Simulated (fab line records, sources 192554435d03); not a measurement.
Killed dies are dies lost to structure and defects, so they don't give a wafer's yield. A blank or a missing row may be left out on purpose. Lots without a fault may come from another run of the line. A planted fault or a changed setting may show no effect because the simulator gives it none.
Which tool did it? | flow n5_finfet | 10 lots, 29 wafers sampled, at 5 steps of a route of 1938

WHAT THE GAUGES READ, wafer by wafer
N5_BEOL_M1_CD_MEAS_28: target cd y 23.3 nm. Usual: cd_nm 23.95 nm, standard deviation 0.25.
lot  | measured     | on        | cd_nm (nm)        | flag
L345 | day 6 06:58  | cd_sem-01 | 23.92 23.69 24.06 |
L348 | day 6 22:05  | cd_sem-03 | 23.60 23.49 23.73 |
L349 | day 7 08:23  | cd_sem-02 | 24.02 23.64 24.48 |
L351 | day 7 18:39  | cd_sem-03 | 24.25 23.66 24.23 |
L352 | day 7 23:56  | cd_sem-03 | 24.06 24.06 23.49 |
L358 | day 9 09:02  | cd_sem-01 | 23.66 24.15 23.85 |
L360 | day 10 00:16 | cd_sem-01 | 24.17 23.89 24.43 |
L363 | day 10 13:35 | cd_sem-01 | 24.01 24.05       |
L364 | day 10 22:04 | cd_sem-02 | 24.13 23.62 24.16 |
L367 | day 11 16:07 | cd_sem-03 | 23.88 24.04 23.91 |

N5_BEOL_M4_RC_MEAS_101. Usual: DIBL_N 36.1 mV/V, standard deviation 1.5; DIBL_P 36.1 mV/V, standard deviation 1.9; IOFF_N 0.159 nA/um, standard deviation 0.029; IOFF_P 0.21 nA/um, standard deviation 0.038; ION_N 675 uA/um, standard deviation 11; ION_P 464 uA/um, standard deviation 8.1; SS_N 71.5 mV/dec, standard deviation 0.57; SS_P 73.3 mV/dec, standard deviation 0.64; VT_N 249 mV, standard deviation 3.1; VT_P -250 mV, standard deviation 3.8.
lot  | measured     | on        | DIBL_N (mV/V)  | DIBL_P (mV/V)  | IOFF_N (nA/um)    | IOFF_P (nA/um) | ION_N (uA/um) | ION_P (uA/um) | SS_N (mV/dec)  | SS_P (mV/dec)  | VT_N (mV)   | VT_P (mV)      | flag
L345 | day 7 14:54  | prober-01 | 37.0 35.4 37.2 | 37.6 34.6 38.3 | 0.149 0.118 0.144 | 0.21 0.17 0.22 | 664 654 664   | 462 457 461   | 71.6 71.8 71.6 | 73.3 72.9 73.2 | 249 255 252 | -251 -254 -251 |
L348 | day 8 09:32  | prober-01 | 37.8 35.9 36.7 | 37.3 34.2 36.4 | 0.161 0.137 0.148 | 0.24 0.19 0.22 | 666 672 654   | 464 462 454   | 71.8 72.3 71.5 | 73.8 72.5 73.3 | 249 250 253 | -246 -249 -247 |
L349 | day 9 00:53  | prober-02 | 34.6 36.3 35.7 | 34.7 36.2 35.8 | 0.141 0.157 0.162 | 0.19 0.21 0.21 | 683 676 677   | 467 466 469   | 70.9 72.1 71.3 | 72.6 73.3 72.5 | 250 249 249 | -252 -250 -249 |
L351 | day 9 07:42  | prober-02 | 38.1 36.5 37.6 | 37.4 35.2 35.9 | 0.169 0.151 0.170 | 0.23 0.20 0.20 | 670 679 669   | 461 469 458   | 72.0 71.3 71.9 | 73.6 73.0 73.2 | 250 249 247 | -250 -250 -251 |
L352 | day 9 09:17  | prober-01 | 41.1 36.9 38.0 | 40.4 36.6 37.7 | 0.279 0.175 0.186 | 0.29 0.21 0.23 | 694 679 684   | 470 460 465   | 72.1 71.8 72.0 | 74.6 73.2 74.4 | 245 249 247 | -248 -252 -251 |
L358 | day 11 08:40 | prober-01 | 36.7 34.2 36.9 | 38.0 34.1 37.7 | 0.168 0.113 0.155 | 0.23 0.17 0.22 | 687 656 670   | 464 460 470   | 71.7 70.8 71.5 | 73.1 73.2 74.0 | 249 256 250 | -249 -254 -250 |
L360 | day 11 15:29 | prober-01 | 34.6 34.1 37.3 | 33.0 32.4 36.1 | 0.133 0.122 0.177 | 0.17 0.16 0.21 | 675 666 684   | 462 459 467   | 70.8 71.0 71.5 | 72.3 72.4 74.1 | 248 252 248 | -253 -255 -251 |
L363 | day 12 10:04 | prober-01 | 35.3 37.3      | 36.4 39.1      | 0.159 0.206       | 0.21 0.26      | 688 689       | 463 468       | 72.2 72.0      | 73.5 74.1      | 248 244     | -249 -247      |
L364 | day 12 12:51 | prober-01 | 36.9 36.9 36.4 | 39.4 39.2 38.2 | 0.195 0.187 0.174 | 0.25 0.23 0.22 | 675 673 671   | 465 463 462   | 71.8 72.0 72.4 | 74.3 74.5 74.7 | 247 249 250 | -247 -252 -248 |
L367 | day 13 18:02 | prober-02 | 37.1 37.5 37.6 | 37.1 37.7 37.6 | 0.173 0.192 0.198 | 0.30 0.32 0.31 | 677 689 686   | 479 481 473   | 71.4 72.1 72.0 | 73.3 73.7 74.3 | 246 247 245 | -241 -242 -244 |

WHICH TOOL RAN EACH LOT (tool, then ch and the chambers of the sampled wafers, then the start)
lot  | N5_BEOL_M1_DESCUM_16               | N5_BEOL_M1_ETCH_63                 | N5_BEOL_M1_COAT_67
L345 | rie_diel-03 ch 2,3, day 6 06:13    | rie_diel-03 ch 2,3, day 6 06:16    | litho_track-05 ch 0, day 6 06:41
L348 | rie_diel-05 ch 0,1,2, day 6 21:16  | rie_diel-05 ch 0,1,2, day 6 21:19  | litho_track-05 ch 0, day 6 21:49
L349 | rie_diel-05 ch 0,1,2, day 7 07:31  | rie_diel-05 ch 0,1,2, day 7 07:34  | litho_track-05 ch 0, day 7 07:59
L351 | rie_diel-05 ch 0,1, day 7 17:54    | rie_diel-05 ch 0,1, day 7 17:58    | litho_track-05 ch 0, day 7 18:22
L352 | rie_diel-05 ch 0,2,3, day 7 22:59  | rie_diel-05 ch 0,2,3, day 7 23:02  | litho_track-01 ch 0, day 7 23:32
L358 | rie_diel-04 ch 0,1,3, day 9 08:17  | rie_diel-04 ch 0,1,3, day 9 08:20  | litho_track-05 ch 0, day 9 08:45
L360 | rie_diel-05 ch 0,2,3, day 9 23:26  | rie_diel-05 ch 0,2,3, day 9 23:28  | litho_track-05 ch 0, day 9 23:59
L363 | rie_diel-03 ch 2, day 10 12:46     | rie_diel-03 ch 2, day 10 12:49     | litho_track-04 ch 0, day 10 13:19
L364 | rie_diel-05 ch 0,2,3, day 10 21:10 | rie_diel-05 ch 0,2,3, day 10 21:14 | litho_track-01 ch 0, day 10 21:38
L367 | rie_diel-05 ch 0,1,3, day 11 15:14 | rie_diel-05 ch 0,1,3, day 11 15:17 | litho_track-01 ch 0, day 11 15:43
- N5_BEOL_M1_DESCUM_16: chemistry O2, time 7 s.
- N5_BEOL_M1_ETCH_63: etches SiARC in CF4, target depth 15.6 nm, time 26 s.
- N5_BEOL_M1_COAT_67: time 60 s, resist thk 60 nm.

WHAT THE TOOLS THEMSELVES READ (means of the sampled wafers that have a number; where no wafer has one, the mark that the record gives instead)
N5_BEOL_M1_DESCUM_16. Usual: bias_power_w 20.00 W, standard deviation 0.056; drypump_motor_current_A 5.5 A, standard deviation 0.51; oes_product_au 0.79 a.u., standard deviation 0.11; rf_vpp_V 243.3 V, standard deviation 1.3; showerhead_plenum_p_Torr 2.10 Torr, standard deviation 0.078; throttle_valve_pct 20.2 %, standard deviation 0.34.
lot  | tool        | bias_power_w (W) | drypump_motor_current_A (A) | oes_product_au (a.u.) | rf_vpp_V (V) | showerhead_plenum_p_Torr (Torr) | throttle_valve_pct (%) | flag
L345 | rie_diel-03 | 19.97            | 6.2                         | 0.75                  | 244.4        | 2.16                            | 20.5                   |
L348 | rie_diel-05 | 19.95            | 5.7                         | 0.77                  | 243.7        | 2.09                            | 20.1                   |
L349 | rie_diel-05 | 20.01            | 5.7                         | 0.76                  | 242.8        | 2.09                            | 20.1                   |
L351 | rie_diel-05 | 20.01            | 5.7                         | 0.77                  | 242.6        | 2.03                            | 20.2                   |
L352 | rie_diel-05 | 19.99            | 5.4                         | 0.75                  | 243.0        | 2.10                            | 20.0                   |
L358 | rie_diel-04 | 20.02            | 5.4                         | 0.72                  | 242.1        | 2.00                            | 20.4                   |
L360 | rie_diel-05 | 20.00            | 5.4                         | 0.84                  | 243.6        | 2.10                            | 19.9                   |
L363 | rie_diel-03 | 19.96            | 6.6                         | 0.75                  | 244.2        | 2.18                            | 20.4                   |
L364 | rie_diel-05 | 20.03            | 5.4                         | 0.82                  | 243.1        | 2.10                            | 19.9                   |
L367 | rie_diel-05 | 19.96            | 5.5                         | 0.92                  | 243.9        | 2.13                            | 19.8                   |

N5_BEOL_M1_ETCH_63. Usual: drypump_motor_current_A 5.5 A, standard deviation 0.51; etch_rf_on_time_s 25.8 s, standard deviation 0.66; oes_product_au 0.68 a.u., standard deviation 0.094; rf_vpp_V 184.2 V, standard deviation 1.2; showerhead_plenum_p_Torr 2.14 Torr, standard deviation 0.073; throttle_valve_pct 15.45 %, standard deviation 0.29.
lot  | tool        | drypump_motor_current_A (A) | etch_rf_on_time_s (s) | oes_product_au (a.u.) | rf_vpp_V (V) | showerhead_plenum_p_Torr (Torr) | throttle_valve_pct (%) | flag
L345 | rie_diel-03 | 6.2                         | 26.0                  | 0.64                  | 185.4        | 2.18                            | 15.61                  |
L348 | rie_diel-05 | 5.7                         | 26.8                  | 0.64                  | 184.0        | 2.14                            | 15.34                  |
L349 | rie_diel-05 | 5.7                         | 26.4                  | 0.65                  | 183.1        | 2.14                            | 15.36                  |
L351 | rie_diel-05 | 5.7                         | 27.0                  | 0.64                  | 183.4        | 2.07                            | 15.38                  |
L352 | rie_diel-05 | 5.4                         | 25.4                  | 0.65                  | 184.7        | 2.16                            | 15.31                  |
L358 | rie_diel-04 | 5.4                         | 25.5                  | 0.63                  | 183.6        | 2.05                            | 15.62                  |
L360 | rie_diel-05 | 5.4                         | 25.5                  | 0.72                  | 184.1        | 2.16                            | 15.16                  |
L363 | rie_diel-03 | 6.6                         | 26.1                  | 0.64                  | 185.3        | 2.20                            | 15.52                  |
L364 | rie_diel-05 | 5.4                         | 25.6                  | 0.71                  | 184.5        | 2.15                            | 15.18                  |
L367 | rie_diel-05 | 5.4                         | 25.8                  | 0.78                  | 184.9        | 2.17                            | 15.04                  |

N5_BEOL_M1_COAT_67. Usual: heater_power_total_W 500.5 W, standard deviation 1.8; plate_temp_C 249.98 C, standard deviation 0.17.
lot  | tool           | heater_power_total_W (W) | plate_temp_C (C) | flag
L345 | litho_track-05 | 500.6                    | 249.84           |
L348 | litho_track-05 | 500.7                    | 249.94           |
L349 | litho_track-05 | 499.6                    | 250.02           |
L351 | litho_track-05 | 500.5                    | 250.05           |
L352 | litho_track-01 | 501.4                    | 249.94           |
L358 | litho_track-05 | 509.0                    | 254.00           | OFF
L360 | litho_track-05 | 509.3                    | 254.14           | OFF
L363 | litho_track-04 | 499.3                    | 249.98           |
L364 | litho_track-01 | 500.6                    | 249.86           |
L367 | litho_track-01 | 503.1                    | 250.33           |

THE ANSWER, worked out from the rows above alone
Rule: a lot is off if the mean of its wafers that have a number lies more than 3 standard deviations from the usual mean. A lot without any number at a reading at which 4 lots or more have one is off too. The other lots that the step has rows for count as sound. The gauges are gone through in route order, then the tools' own readings, and for those a lot's mean is taken as printed above. The first step at which some lot is off is used, and at that step the reading that is off furthest; a lot without a number counts as furthest.
Off: L358, L360, at N5_BEOL_M1_COAT_67 (plate_temp_C).
A tool fits if, at that step or a process step before it, it ran every lot that is off, and no sound lot after the first of them. One fits: litho_track-05 at N5_BEOL_M1_COAT_67. Its last sound lot is L351 (day 7 18:22), its first lot that is off L358 (day 9 08:45): a fault that began between those two fits.
The tool's own readings at N5_BEOL_M1_COAT_67 bear it out: on the lots that are off they differ by more than 5 times the standard deviation of the sound lots' means. heater_power_total_W reads 509.1 W there against 500.7 W on the sound lots; plate_temp_C reads 254.07 C there against 250.00 C on the sound lots.

WHAT THE SIMULATOR HAD PUT IN
Process parameter drift: litho_track-05, from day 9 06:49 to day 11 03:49, at N5_BEOL_M1_COAT_67. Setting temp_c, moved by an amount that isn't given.
Lots struck among those shown: L358, L360. The rule above found the same.
